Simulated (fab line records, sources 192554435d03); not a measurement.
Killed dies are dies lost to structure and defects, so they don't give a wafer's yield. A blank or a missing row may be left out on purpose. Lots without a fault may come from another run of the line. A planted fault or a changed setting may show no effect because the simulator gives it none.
Which tool did it? | flow n5_finfet | 8 lots, 24 wafers sampled, at 9 steps of a route of 1938

WHAT THE GAUGES READ, wafer by wafer
N5_SPACER0_INSPECT_04: inspects for defects (darkfield).
lot  | measured    | on                | raw_defect_count
L766 | day 3 23:02 | defect_inspect-01 | 132 95 124
L767 | day 4 01:44 | defect_inspect-01 | 107 129 97
L769 | day 4 13:04 | defect_inspect-01 | 435 372 366
L771 | day 5 03:49 | defect_inspect-01 | 377 400 371
L781 | day 7 13:47 | defect_inspect-02 | 122 157 140
L782 | day 7 17:51 | defect_inspect-01 | 84 91 122
L784 | day 8 05:57 | defect_inspect-02 | 154 168 157
L785 | day 8 11:29 | defect_inspect-01 | 61 97 122

N5_SD_EPI_N_OVL_MEAS_10.
lot  | measured    | on         | SD_N_BLK_OVL (nm)
L766 | day 3 23:21 | overlay-01 | -0.2 0.8 1.1
L767 | day 4 02:10 | overlay-02 | -1.4 -2.6 -1.7
L769 | day 4 13:29 | overlay-01 | -0.4 -0.5 -0.2
L771 | day 5 04:16 | overlay-02 | -0.8 -0.4 -0.3
L781 | day 7 14:13 | overlay-01 | 0.1 -0.2 -0.8
L782 | day 7 18:16 | overlay-02 | 0.5 0.7 -0.7
L784 | day 8 06:23 | overlay-02 | -1.4 -0.9 -1.5
L785 | day 8 11:55 | overlay-01 | -1.3 -2.2 -1.3

N5_SD_EPI_N_INSPECT_11: inspects for defects (macro).
lot  | measured    | on                | raw_defect_count
L766 | day 3 23:22 | defect_inspect-01 | 2 4 2
L767 | day 4 02:11 | defect_inspect-01 | 2 3 2
L769 | day 4 13:31 | defect_inspect-01 | 279 297 265
L771 | day 5 04:17 | defect_inspect-01 | 273 267 270
L781 | day 7 14:15 | defect_inspect-01 | 2 1 3
L782 | day 7 18:18 | defect_inspect-02 | 1 2 0
L784 | day 8 06:24 | defect_inspect-02 | 2 2 1
L785 | day 8 11:57 | defect_inspect-02 | 1 4 2

N5_SD_EPI_N_INSPECT_26: inspects for defects (darkfield).
lot  | measured    | on                | raw_defect_count
L766 | day 4 03:27 | defect_inspect-01 | 162 158 183
L767 | day 4 06:15 | defect_inspect-01 | 197 180 197
L769 | day 4 18:02 | defect_inspect-01 | 486 424 462
L771 | day 5 09:52 | defect_inspect-01 | 451 439 419
L781 | day 7 18:14 | defect_inspect-01 | 220 211 190
L782 | day 7 22:59 | defect_inspect-02 | 205 174 187
L784 | day 8 11:16 | defect_inspect-01 | 197 189 190
L785 | day 8 16:09 | defect_inspect-02 | 119 149 205

N5_SD_EPI_P_INSPECT_11: inspects for defects (macro).
lot  | measured    | on                | raw_defect_count
L766 | day 4 03:55 | defect_inspect-01 | 1 4 4
L767 | day 4 06:43 | defect_inspect-01 | 3 0 1
L769 | day 4 18:30 | defect_inspect-01 | 288 285 264
L771 | day 5 10:11 | defect_inspect-01 | 273 261 268
L781 | day 7 18:42 | defect_inspect-01 | 3 5 3
L782 | day 7 23:19 | defect_inspect-01 | 2 1 4
L784 | day 8 11:35 | defect_inspect-02 | 1 4 4
L785 | day 8 16:37 | defect_inspect-01 | 2 2 6

N5_BEOL_M4_RC_MEAS_101.
lot  | measured     | on        | DIBL_N (mV/V)  | DIBL_P (mV/V)  | IOFF_N (nA/um) | IOFF_P (nA/um) | ION_N (uA/um) | ION_P (uA/um) | SS_N (mV/dec)  | SS_P (mV/dec)  | VT_N (mV)   | VT_P (mV)
L766 | day 10 10:26 | prober-02 | 38.8 35.0 36.4 | 38.2 33.1 35.1 | 0.18 0.12 0.15 | 0.23 0.16 0.20 | 684 666 686   | 466 455 464   | 71.7 70.6 71.9 | 73.9 73.1 73.5 | 252 256 251 | -247 -255 -251
L767 | day 10 02:59 | prober-01 | 36.7 36.5 37.5 | 36.5 36.4 37.5 | 0.17 0.16 0.18 | 0.22 0.20 0.22 | 675 664 682   | 470 455 469   | 71.0 71.4 72.1 | 73.9 72.9 74.1 | 248 251 248 | -249 -251 -248
L769 | day 10 15:55 | prober-01 | 35.5 35.7 34.7 | 36.4 36.0 34.5 | 0.16 0.15 0.13 | 0.22 0.21 0.18 | 679 668 663   | 465 457 451   | 71.4 71.8 71.7 | 73.5 72.9 73.5 | 248 251 253 | -251 -248 -250
L771 | day 11 14:42 | prober-01 | 38.7 38.2 37.8 | 39.0 39.1 37.9 | 0.20 0.18 0.18 | 0.32 0.32 0.31 | 664 683 686   | 472 477 484   | 73.3 71.7 72.3 | 73.9 73.5 73.8 | 248 249 247 | -242 -244 -240
L781 | day 14 11:29 | prober-02 | 34.9 37.0 37.3 | 35.0 37.8 37.6 | 0.14 0.18 0.18 | 0.19 0.24 0.23 | 666 681 685   | 465 469 467   | 71.3 71.4 71.3 | 72.3 73.3 73.4 | 251 246 244 | -251 -247 -249
L782 | day 14 05:22 | prober-02 | 34.3 34.8 33.7 | 32.5 33.8 31.3 | 0.10 0.12 0.09 | 0.13 0.14 0.12 | 642 676 651   | 435 460 442   | 70.7 71.0 70.2 | 72.8 73.8 71.9 | 257 253 258 | -258 -256 -259
L784 | day 15 14:51 | prober-02 | 35.6 34.9 36.8 | 35.1 34.2 35.7 | 0.12 0.12 0.14 | 0.18 0.17 0.19 | 648 672 667   | 450 464 461   | 71.4 70.7 70.9 | 73.4 73.2 72.4 | 255 254 252 | -253 -251 -253
L785 | day 15 18:29 | prober-02 | 35.4 34.7 40.7 | 36.1 35.6 41.8 | 0.13 0.13 0.24 | 0.16 0.16 0.26 | 665 662 697   | 456 456 463   | 71.8 71.1 73.0 | 72.6 73.2 74.2 | 254 252 245 | -253 -256 -247

WHICH TOOL RAN EACH LOT (tool, then ch and the chambers of the sampled wafers, then the start)
lot  | N5_DUMMY_GATE_ETCH_29             | N5_DUMMY_GATE_ETCH_23           | N5_SPACER0_ALD_07
L766 | rie_diel-01 ch 0,3, day 3 21:20   | rie_si-04 ch 1,2, day 3 21:59   | ald_sin-04 ch 0,2,3, day 3 22:28
L767 | rie_diel-05 ch 0,1,3, day 3 23:49 | rie_si-03 ch 2,3, day 4 00:27   | ald_sin-04 ch 0,2, day 4 00:56
L769 | rie_diel-01 ch 1,2, day 4 11:19   | rie_si-05 ch 0,2, day 4 11:57   | ald_sin-04 ch 1,2,3, day 4 12:29
L771 | rie_diel-01 ch 2,3, day 5 01:29   | rie_si-03 ch 0,1, day 5 02:08   | ald_sin-04 ch 0,2, day 5 03:15
L781 | rie_diel-05 ch 1,2,3, day 7 11:52 | rie_si-05 ch 2,3, day 7 12:31   | ald_sin-01 ch 1,2, day 7 13:14
L782 | rie_diel-05 ch 1,2, day 7 15:59   | rie_si-03 ch 2,3, day 7 16:43   | ald_sin-04 ch 0,2,3, day 7 17:17
L784 | rie_diel-04 ch 0,2,3, day 8 04:16 | rie_si-04 ch 0,2,3, day 8 04:53 | ald_sin-04 ch 1,2,3, day 8 05:23
L785 | rie_diel-01 ch 1,2,3, day 8 09:47 | rie_si-03 ch 0,1,3, day 8 10:26 | ald_sin-04 ch 1,2,3, day 8 10:55
- N5_DUMMY_GATE_ETCH_29: etches underlayer in N2/H2, target depth 13 nm.
- N5_DUMMY_GATE_ETCH_23: etches poly-Si in HBr/Cl2/O2, target depth 41 nm, time 22.3 s.
- N5_SPACER0_ALD_07: deposits SiNx, target thk 2 nm.

WHAT THE TOOLS THEMSELVES READ (means of the sampled wafers that have a number; where no wafer has one, the mark that the record gives instead)
N5_DUMMY_GATE_ETCH_29.
lot  | tool        | chamber_pressure_mTorr (mTorr) | drypump_motor_current_A (A) | oes_product_au (a.u.) | rf_vpp_V (V) | showerhead_plenum_p_Torr (Torr) | throttle_valve_pct (%)
L766 | rie_diel-01 | 29.998                         | 6.3                         | 0.69                  | 523.5        | 2.54                            | 18.25
L767 | rie_diel-05 | 30.011                         | 5.2                         | 0.88                  | 525.9        | 2.62                            | 17.97
L769 | rie_diel-01 | 29.988                         | 5.8                         | 0.81                  | 526.7        | 2.63                            | 17.79
L771 | rie_diel-01 | 29.988                         | 5.5                         | 0.93                  | 524.8        | 2.57                            | 17.69
L781 | rie_diel-05 | 30.000                         | 5.5                         | 0.86                  | 523.9        | 2.54                            | 17.88
L782 | rie_diel-05 | 29.996                         | 5.6                         | 0.82                  | 523.7        | 2.52                            | 17.87
L784 | rie_diel-04 | 30.014                         | 5.7                         | 0.73                  | 521.7        | 2.50                            | 18.03
L785 | rie_diel-01 | 29.972                         | 5.8                         | 0.83                  | 524.2        | 2.57                            | 17.79

N5_DUMMY_GATE_ETCH_23.
lot  | tool      | chamber_pressure_mTorr (mTorr) | drypump_motor_current_A (A) | oes_product_au (a.u.) | throttle_valve_pct (%)
L766 | rie_si-04 | 9.996                          | 5.6                         | 1.001                 | 37.61
L767 | rie_si-03 | 10.006                         | 5.8                         | 1.020                 | 36.87
L769 | rie_si-05 | 10.000                         | 6.0                         | 0.994                 | 37.05
L771 | rie_si-03 | 9.998                          | 6.0                         | 1.006                 | 37.08
L781 | rie_si-05 | 10.001                         | 6.1                         | 0.992                 | 37.17
L782 | rie_si-03 | 10.010                         | 5.8                         | 1.007                 | 36.87
L784 | rie_si-04 | 9.998                          | 5.7                         | 1.003                 | 37.27
L785 | rie_si-03 | 10.011                         | 5.8                         | 0.997                 | 37.05

N5_SPACER0_ALD_07.
lot  | tool       | heater_power_w (W)
L766 | ald_sin-04 | 817
L767 | ald_sin-04 | 858
L769 | ald_sin-04 | 864
L771 | ald_sin-04 | 834
L781 | ald_sin-01 | 908
L782 | ald_sin-04 | 802
L784 | ald_sin-04 | 852
L785 | ald_sin-04 | 850

THE ANSWER, worked out from the rows above alone
Rule: what is usual is taken from the lots themselves. Put in order of their means at a reading, lots are off if they are a third of the lots or fewer, leave a main group of 4 or more, and stand apart from it by a gap of 3 or more times the standard deviation of the main group's means; of several such gaps the widest counts. A main group whose means are all the same, to the digits that the tables above print for the reading, isn't used. A lot without any number at a reading at which 4 lots or more have one is off too. The other lots that the step has rows for count as sound. The gauges are gone through in route order, then the tools' own readings, and for those a lot's mean is taken as printed above. The first step at which some lot is off is used, and at that step the reading that is off furthest; a lot without a number counts as furthest.
Off: L769, L771, at N5_SPACER0_INSPECT_04 (raw_defect_count). The main group: mean 120, standard deviation 23.
A tool fits if, at a process step before that reading, it ran every lot that is off, and no sound lot after the first of them. The gauges at N5_SPACER0_INSPECT_04 are tried like those tools. None of those tried fits.

WHAT THE SIMULATOR HAD PUT IN
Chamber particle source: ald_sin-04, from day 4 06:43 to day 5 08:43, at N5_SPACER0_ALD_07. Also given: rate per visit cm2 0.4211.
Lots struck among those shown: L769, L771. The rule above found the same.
